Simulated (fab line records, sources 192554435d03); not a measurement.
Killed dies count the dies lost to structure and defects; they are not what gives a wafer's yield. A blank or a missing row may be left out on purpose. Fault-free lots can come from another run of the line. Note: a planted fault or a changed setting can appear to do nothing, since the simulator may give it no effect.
Matching of chambers | flow n5Finfet | cvdCo-01 running N5_BEOL_M2_PRE_CLEAN_60: 3 sister chambers
The step time 15 s. 6 wafers are shown with their chamber, then 12 later ones without.

WAFERS, EACH WITH ITS CHAMBER
wafer  | chamber | heaterPowerW (W)
L082.4 | 1       | 79
L087.1 | 0       | 60
L087.5 | 2       | 59
L090.3 | 2       | 59
L090.4 | 0       | 58
L090.5 | 1       | 80

WAFERS MISSING THEIR CHAMBER
wafer  | heaterPowerW (W)
L089.2 | 78
L089.3 | 60
L089.6 | 58
L092.1 | 79
L092.2 | 60
L092.6 | 78
L094.1 | 59
L094.2 | 58
L094.5 | 61
L096.2 | 58
L096.4 | 60
L096.5 | 79

THE CHAMBER EACH PASSED THROUGH
wafer  | from the rows above     | in truth
L089.2 | 1                       | 1
L089.3 | can't be placed: 0 or 2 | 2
L089.6 | can't be placed: 0 or 2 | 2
L092.1 | 1                       | 1
L092.2 | can't be placed: 0 or 2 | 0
L092.6 | 1                       | 1
L094.1 | can't be placed: 0 or 2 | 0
L094.2 | can't be placed: 0 or 2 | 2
L094.5 | can't be placed: 0 or 2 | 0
L096.2 | can't be placed: 0 or 2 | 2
L096.4 | can't be placed: 0 or 2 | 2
L096.5 | 1                       | 1
Placed correctly: 4 of 12. These rows do not allow placing 8 (true chamber among the candidates in 8). Number placed wrongly: 0.
How it was worked out, from the rows above alone: a wafer's distance from a chamber is the root of the sum, over the readings, of the square of ((its reading less the chamber's mean) divided by the reading's scatter). The wafer belongs to the nearest chamber; if the next one is less than 2 further off, it can't be placed. A chamber's mean is the mean of its shown wafers. How the scatter is found: for the shown wafers, subtract from each reading the mean of its chamber, square and add these, divide the total by (wafers less chambers), then take the root.
